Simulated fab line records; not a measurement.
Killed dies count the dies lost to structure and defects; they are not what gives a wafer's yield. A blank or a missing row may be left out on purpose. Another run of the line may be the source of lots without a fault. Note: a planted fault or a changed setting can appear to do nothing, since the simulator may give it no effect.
Chamber matching	flow n5-finfet	N5_BEOL_M8_CURE_74 on uv-cure-01 has 3 sister chambers
The step cures SiCOH lowk, time 240 s. 6 wafers are shown with their chamber, then 8 later ones without.

## WAFERS WITH THEIR CHAMBER
wafer	chamber	wafer_temp_C_max	lamp-power-pct (%)
L084.6	1	387.0	52.31
L085.4	0	386.6	52.35
L085.5	0	386.5	52.30
L089.3	2	386.3	52.28
L089.4	2	385.8	52.31
L091.1	1	386.2	52.35

## WAFERS MISSING THEIR CHAMBER
wafer	wafer_temp_C_max	lamp-power-pct (%)
L091.2	386.3	52.37
L091.4	386.2	52.40
L096.1	386.1	52.36
L096.5	385.9	52.29
L096.6	386.3	52.28
L097.1	386.3	52.37
L097.3	386.2	52.34
L097.5	386.3	52.34

## WHICH CHAMBER EACH WENT THROUGH
wafer	from the rows above	in truth
L091.2	can't be placed: 1 or 0 or 2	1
L091.4	can't be placed: 1 or 0 or 2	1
L096.1	can't be placed: 1 or 0 or 2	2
L096.5	can't be placed: 2 or 0 or 1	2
L096.6	can't be placed: 2 or 0 or 1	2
L097.1	can't be placed: 1 or 0 or 2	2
L097.3	can't be placed: 0 or 1 or 2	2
L097.5	can't be placed: 0 or 1 or 2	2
Correctly placed: 0 of 8. Not placeable from these rows: 8 (in 8, the candidates include the true chamber). Placed wrongly: 0.
How it was worked out, from the rows above alone: a wafer's distance from a chamber is the root of the sum, over the readings, of the square of ((its reading less the chamber's mean) divided by the reading's scatter). The wafer belongs to the nearest chamber; if the next one is less than 2 further off, it can't be placed. For every chamber, the mean is computed from those of its wafers that are shown. The scatter: the root of (the sum of the squares of (reading less its chamber's mean) over the shown wafers, divided by (wafers less chambers)).
